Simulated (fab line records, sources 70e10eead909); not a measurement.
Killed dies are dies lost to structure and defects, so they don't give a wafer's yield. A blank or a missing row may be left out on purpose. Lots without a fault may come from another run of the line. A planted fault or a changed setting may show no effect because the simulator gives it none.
Which tool did it? | flow nand_harc | 24 lots, 72 wafers sampled, at 4 steps of a route of 1302

WHAT THE GAUGES READ, wafer by wafer
NHARC_P_M1_OVL_MEAS_10: pitch 260 nm. Usual: overlay_x_nm 0.0 nm, standard deviation 0.69; overlay_y_nm 0.2 nm, standard deviation 0.87.
lot  | measured     | on         | overlay_x_nm (nm) | overlay_y_nm (nm) | flag
L074 | day 6 05:20  | overlay-02 | 1.3 1.4 0.8       | 0.5 0.6 0.5       |
L075 | day 6 20:34  | overlay-01 | 0.1 0.2 0.2       | 0.3 -0.1 0.3      |
L076 | day 6 21:07  | overlay-02 | 1.6 1.5 1.8       | 1.6 1.2 1.1       |
L077 | day 7 11:53  | overlay-02 | -1.0 -1.3 -0.3    | 0.1 0.5 0.6       |
L078 | day 7 19:12  | overlay-01 | -0.4 0.1 -0.5     | 0.2 0.4 0.8       |
L079 | day 8 11:32  | overlay-02 | -1.4 -1.2 -1.0    | 0.4 0.6 -0.1      |
L080 | day 8 21:14  | overlay-01 | 0.7 0.5 0.5       | 0.9 0.9 0.4       |
L081 | day 9 09:22  | overlay-01 | 0.8 0.9 0.2       | 0.0 0.1 -0.1      |
L082 | day 9 22:12  | overlay-02 | -0.1 0.2 -0.2     | 0.3 -0.1 0.4      |
L083 | day 10 05:27 | overlay-01 | -0.7 -0.1 -0.3    | 1.1 0.6 1.0       |
L084 | day 10 20:19 | overlay-02 | -1.1 -0.9 -0.3    | 0.4 0.1 0.2       |
L086 | day 11 04:07 | overlay-01 | -0.2 -0.6 -0.5    | 0.0 0.3 0.4       |
L085 | day 11 04:34 | overlay-02 | 0.0 0.2 -0.1      | -1.1 -1.0 -1.0    |
L087 | day 11 15:49 | overlay-02 | 0.1 0.2 -0.5      | 0.5 0.4 0.5       |
L088 | day 12 08:00 | overlay-02 | -0.6 -0.4 -0.4    | -1.3 -1.9 -1.4    |
L089 | day 12 18:42 | overlay-01 | -0.9 -1.0 -0.5    | 1.2 0.8 0.7       |
L090 | day 12 21:58 | overlay-01 | 0.0 -0.4 0.3      | -0.8 -0.8 -0.6    |
L091 | day 13 11:10 | overlay-01 | -0.1 -0.2 -0.3    | 0.0 -0.4 0.1      |
L092 | day 13 20:04 | overlay-01 | 0.9 0.7 0.8       | -0.9 -0.9 -1.0    |
L093 | day 13 20:45 | overlay-01 | 0.6 0.5 0.6       | -0.7 -1.2 -1.2    |
L094 | day 14 10:38 | overlay-02 | -0.1 -0.1 0.2     | -1.1 -0.7 -1.5    |
L095 | day 14 21:04 | overlay-01 | 0.5 0.3 0.5       | 2.6 1.8 2.7       |
L096 | day 15 05:59 | overlay-02 | -0.5 -0.2 -0.1    | 0.6 0.6 -0.2      |
L097 | day 15 20:58 | overlay-02 | -0.6 -1.0 -0.9    | -0.1 -0.1 0.2     |

WHICH TOOL RAN EACH LOT (tool, then ch and the chambers of the sampled wafers, then the start)
lot  | NHARC_P_CONTACT_PVD_32                  | NHARC_P_M0_STRIP_18                | NHARC_P_M0_PRE_CLEAN_29
L074 | pvd_sputter-02, day 6 01:46 or earlier  | rie_diel-04 ch 0,2,3, day 6 01:46  | pvd_sputter-02, day 6 05:20 or earlier
L075 | pvd_sputter-03, day 6 16:59 or earlier  | rie_diel-04 ch 1,2,3, day 6 16:59  | pvd_sputter-02, day 6 20:34 or earlier
L076 | pvd_sputter-02, day 6 17:26 or earlier  | rie_diel-04 ch 0,2,3, day 6 17:26  | pvd_sputter-03, day 6 21:07 or earlier
L077 | pvd_sputter-01, day 7 08:18 or earlier  | rie_diel-06 ch 0,1, day 7 08:18    | pvd_sputter-01, day 7 11:53 or earlier
L078 | pvd_sputter-01, day 7 15:29 or earlier  | rie_diel-04 ch 0,1,3, day 7 15:29  | pvd_sputter-02, day 7 19:12 or earlier
L079 | pvd_sputter-02, day 8 07:43 or earlier  | rie_diel-04 ch 0,1,2, day 8 07:43  | pvd_sputter-02, day 8 11:32 or earlier
L080 | pvd_sputter-01, day 8 17:44 or earlier  | rie_diel-06 ch 0,2,3, day 8 17:44  | pvd_sputter-02, day 8 21:14 or earlier
L081 | pvd_sputter-03, day 9 05:49 or earlier  | rie_diel-01 ch 0,1,3, day 9 05:49  | pvd_sputter-02, day 9 09:22 or earlier
L082 | pvd_sputter-01, day 9 18:39 or earlier  | rie_diel-04 ch 0,1,2, day 9 18:39  | pvd_sputter-03, day 9 22:12 or earlier
L083 | pvd_sputter-02, day 10 02:03 or earlier | rie_diel-04 ch 1,2,3, day 10 02:03 | pvd_sputter-03, day 10 05:27 or earlier
L084 | pvd_sputter-02, day 10 16:45 or earlier | rie_diel-01 ch 1,2, day 10 16:45   | pvd_sputter-02, day 10 20:19 or earlier
L086 | pvd_sputter-02, day 11 00:35 or earlier | rie_diel-04 ch 0,1,3, day 11 00:35 | pvd_sputter-01, day 11 04:07 or earlier
L085 | pvd_sputter-03, day 11 01:00 or earlier | rie_diel-04 ch 0,2,3, day 11 01:00 | pvd_sputter-02, day 11 04:34 or earlier
L087 | pvd_sputter-02, day 11 12:17 or earlier | rie_diel-04 ch 0,1,3, day 11 12:17 | pvd_sputter-03, day 11 15:49 or earlier
L088 | pvd_sputter-01, day 12 04:18 or earlier | rie_diel-01 ch 0,1, day 12 04:18   | pvd_sputter-02, day 12 08:00 or earlier
L089 | pvd_sputter-01, day 12 15:08 or earlier | rie_diel-04 ch 0,2, day 12 15:08   | pvd_sputter-02, day 12 18:42 or earlier
L090 | pvd_sputter-03, day 12 18:16 or earlier | rie_diel-04 ch 0,1,2, day 12 18:16 | pvd_sputter-01, day 12 21:58 or earlier
L091 | pvd_sputter-01, day 13 07:05 or earlier | rie_diel-01 ch 2,3, day 13 07:05   | pvd_sputter-02, day 13 11:10 or earlier
L092 | pvd_sputter-02, day 13 16:38 or earlier | rie_diel-01 ch 0,2, day 13 16:38   | pvd_sputter-02, day 13 20:04 or earlier
L093 | pvd_sputter-03, day 13 17:10 or earlier | rie_diel-04 ch 0,3, day 13 17:10   | pvd_sputter-01, day 13 20:45 or earlier
L094 | pvd_sputter-02, day 14 07:03 or earlier | rie_diel-04 ch 1,2, day 14 07:03   | pvd_sputter-03, day 14 10:38 or earlier
L095 | pvd_sputter-02, day 14 17:37 or earlier | rie_diel-01 ch 2,3, day 14 17:37   | pvd_sputter-02, day 14 21:04 or earlier
L096 | pvd_sputter-01, day 15 02:20 or earlier | rie_diel-01 ch 0,1,3, day 15 02:20 | pvd_sputter-02, day 15 05:59 or earlier
L097 | pvd_sputter-02, day 15 17:23 or earlier | rie_diel-06 ch 0,3, day 15 17:23   | pvd_sputter-02, day 15 20:58 or earlier
- NHARC_P_CONTACT_PVD_32: deposits Ti, target thk 5 nm, time 17.7 s.
- NHARC_P_M0_STRIP_18: strips in N2/H2.
- NHARC_P_M0_PRE_CLEAN_29: time 30 s.

WHAT THE TOOLS THEMSELVES READ (means of the sampled wafers that have a number; where no wafer has one, the mark that the record gives instead)
NHARC_P_CONTACT_PVD_32. Usual: throttle_valve_pct 30.1 %, standard deviation 1.3.
lot  | tool           | throttle_valve_pct (%) | flag
L074 | pvd_sputter-02 | 28.6                   |
L075 | pvd_sputter-03 | 29.9                   |
L076 | pvd_sputter-02 | 29.2                   |
L077 | pvd_sputter-01 | 30.3                   |
L078 | pvd_sputter-01 | 31.2                   |
L079 | pvd_sputter-02 | 29.8                   |
L080 | pvd_sputter-01 | 31.1                   |
L081 | pvd_sputter-03 | 29.5                   |
L082 | pvd_sputter-01 | 31.2                   |
L083 | pvd_sputter-02 | 29.7                   |
L084 | pvd_sputter-02 | 29.6                   |
L086 | pvd_sputter-02 | 28.8                   |
L085 | pvd_sputter-03 | 30.9                   |
L087 | pvd_sputter-02 | 28.3                   |
L088 | pvd_sputter-01 | 31.0                   |
L089 | pvd_sputter-01 | 29.4                   |
L090 | pvd_sputter-03 | 29.4                   |
L091 | pvd_sputter-01 | 31.3                   |
L092 | pvd_sputter-02 | 31.0                   |
L093 | pvd_sputter-03 | 30.3                   |
L094 | pvd_sputter-02 | 30.0                   |
L095 | pvd_sputter-02 | 29.8                   |
L096 | pvd_sputter-01 | 30.7                   |
L097 | pvd_sputter-02 | 29.4                   |

NHARC_P_M0_STRIP_18. Usual: chamber_pressure_mTorr 29.996 mTorr, standard deviation 0.028; drypump_motor_current_A 5.6 A, standard deviation 0.33; oes_product_au 0.995 a.u., standard deviation 0.011; rf_vpp_V 90.7 V, standard deviation 0.94; showerhead_plenum_p_Torr 2.05 Torr, standard deviation 0.09; throttle_valve_pct 14.171 %, standard deviation 0.0099.
lot  | tool        | chamber_pressure_mTorr (mTorr) | drypump_motor_current_A (A) | oes_product_au (a.u.) | rf_vpp_V (V) | showerhead_plenum_p_Torr (Torr) | throttle_valve_pct (%) | flag
L074 | rie_diel-04 | 29.968                         | 5.5                         | 0.993                 | 90.3         | 2.06                            | 14.171                 |
L075 | rie_diel-04 | 29.987                         | 5.7                         | 0.994                 | 90.3         | 2.05                            | 14.167                 |
L076 | rie_diel-04 | 30.023                         | 5.5                         | 0.992                 | 90.9         | 2.06                            | 14.174                 |
L077 | rie_diel-06 | 30.010                         | 5.5                         | 1.008                 | 90.4         | 1.93                            | 14.169                 |
L078 | rie_diel-04 | 29.961                         | 5.5                         | 0.994                 | 90.3         | 1.99                            | 14.175                 |
L079 | rie_diel-04 | 29.993                         | 5.5                         | 0.991                 | 90.2         | 2.04                            | 14.168                 |
L080 | rie_diel-06 | 30.026                         | 5.6                         | 1.002                 | 91.2         | 2.04                            | 14.177                 |
L081 | rie_diel-01 | 30.002                         | 5.8                         | 1.002                 | 91.5         | 2.05                            | 14.182                 |
L082 | rie_diel-04 | 30.001                         | 5.5                         | 1.001                 | 90.9         | 2.04                            | 14.177                 |
L083 | rie_diel-04 | 29.997                         | 5.7                         | 0.994                 | 90.0         | 2.05                            | 14.175                 |
L084 | rie_diel-01 | 29.968                         | 5.8                         | 0.987                 | 91.0         | 2.06                            | 14.166                 |
L086 | rie_diel-04 | 29.974                         | 5.5                         | 0.995                 | 90.1         | 1.99                            | 14.166                 |
L085 | rie_diel-04 | 29.994                         | 5.5                         | 0.998                 | 91.1         | 2.05                            | 14.184                 |
L087 | rie_diel-04 | 30.004                         | 5.5                         | 0.988                 | 90.5         | 1.99                            | 14.168                 |
L088 | rie_diel-01 | 29.998                         | 5.8                         | 0.976                 | 91.3         | 2.12                            | 14.166                 |
L089 | rie_diel-04 | 30.016                         | 5.5                         | 0.997                 | 90.9         | 2.10                            | 14.170                 |
L090 | rie_diel-04 | 30.014                         | 5.5                         | 0.993                 | 90.5         | 2.03                            | 14.174                 |
L091 | rie_diel-01 | 30.004                         | 5.9                         | 0.994                 | 91.0         | 2.14                            | 14.166                 |
L092 | rie_diel-01 | 29.984                         | 5.4                         | 0.991                 | 91.3         | 2.15                            | 14.169                 |
L093 | rie_diel-04 | 29.987                         | 5.6                         | 0.993                 | 90.5         | 2.00                            | 14.165                 |
L094 | rie_diel-04 | 30.001                         | 5.7                         | 1.006                 | 91.1         | 2.09                            | 14.170                 |
L095 | rie_diel-01 | 30.007                         | 5.9                         | 0.987                 | 90.1         | 2.13                            | 14.170                 |
L096 | rie_diel-01 | 30.001                         | 5.8                         | 0.990                 | 91.5         | 2.15                            | 14.170                 |
L097 | rie_diel-06 | 30.018                         | 5.3                         | 1.006                 | 90.9         | 1.99                            | 14.170                 |

NHARC_P_M0_PRE_CLEAN_29. Usual: heater_power_w 433 W, standard deviation 38.
lot  | tool           | heater_power_w (W) | flag
L074 | pvd_sputter-02 | 461                |
L075 | pvd_sputter-02 | 459                |
L076 | pvd_sputter-03 | 413                |
L077 | pvd_sputter-01 | 419                |
L078 | pvd_sputter-02 | 460                |
L079 | pvd_sputter-02 | 443                |
L080 | pvd_sputter-02 | 440                |
L081 | pvd_sputter-02 | 456                |
L082 | pvd_sputter-03 | 391                |
L083 | pvd_sputter-03 | 436                |
L084 | pvd_sputter-02 | 464                |
L086 | pvd_sputter-01 | 388                |
L085 | pvd_sputter-02 | 465                |
L087 | pvd_sputter-03 | 417                |
L088 | pvd_sputter-02 | 444                |
L089 | pvd_sputter-02 | 460                |
L090 | pvd_sputter-01 | 403                |
L091 | pvd_sputter-02 | 463                |
L092 | pvd_sputter-02 | 432                |
L093 | pvd_sputter-01 | 417                |
L094 | pvd_sputter-03 | 416                |
L095 | pvd_sputter-02 | 432                |
L096 | pvd_sputter-02 | 444                |
L097 | pvd_sputter-02 | 433                |

THE ANSWER, worked out from the rows above alone
Rule: a lot is off if the mean of its wafers that have a number lies more than 3 standard deviations from the usual mean. A lot without any number at a reading at which 4 lots or more have one is off too. The other lots that the step has rows for count as sound. The gauges are gone through in route order, then the tools' own readings, and for those a lot's mean is taken as printed above. The first step at which some lot is off is used, and at that step the reading that is off furthest; a lot without a number counts as furthest.
No lot is off at any reading shown: from this, nothing can be told.

WHAT THE SIMULATOR HAD PUT IN
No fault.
